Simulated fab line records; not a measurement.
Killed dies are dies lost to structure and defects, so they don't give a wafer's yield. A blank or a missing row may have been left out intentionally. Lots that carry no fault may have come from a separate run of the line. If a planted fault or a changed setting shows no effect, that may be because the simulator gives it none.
Chamber matching	flow nand-harc	4 sister chambers for NHARC_A_CHANNEL_FILL_D2_ETCHBACK_08 on rie-diel-07
The step etches the open film in C4F8, target depth 220 nm, time 110 s. 4 wafers are shown with their chamber, then 6 later ones without.

## WAFERS, EACH WITH ITS CHAMBER
wafer	chamber	rf-vpp-V (V)
L133.6	3	445.9
L140.3	2	445.7
L140.5	1	441.2
L140.6	0	444.0

## WAFERS MISSING THEIR CHAMBER
wafer	rf-vpp-V (V)
L141.1	443.5
L141.3	446.0
L141.6	445.9
L144.1	443.3
L144.2	441.9
L144.3	445.3

## WHICH CHAMBER EACH WENT THROUGH
wafer	from the rows above	in truth
L141.1	0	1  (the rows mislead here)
L141.3	can't be placed: 3 or 2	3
L141.6	can't be placed: 3 or 2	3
L144.1	0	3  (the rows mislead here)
L144.2	1	1
L144.3	can't be placed: 2 or 3 or 0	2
1 of 6 placed correctly. Can't be placed from these rows: 3 (the true chamber is among the candidates in 3). Number placed wrongly: 2.
How it was worked out, from the rows above alone: a wafer's distance from a chamber is the root of the sum, over the readings, of the square of ((its reading less the chamber's mean) divided by the reading's scatter). If the next closest chamber is less than 2 further off than the closest, the wafer can't be placed; otherwise it belongs to the closest. The mean given for a chamber averages the wafers shown for that chamber. The scatter: with one shown wafer a chamber, the root of the mean of the squares of how far each hidden wafer lies from its nearest shown one.
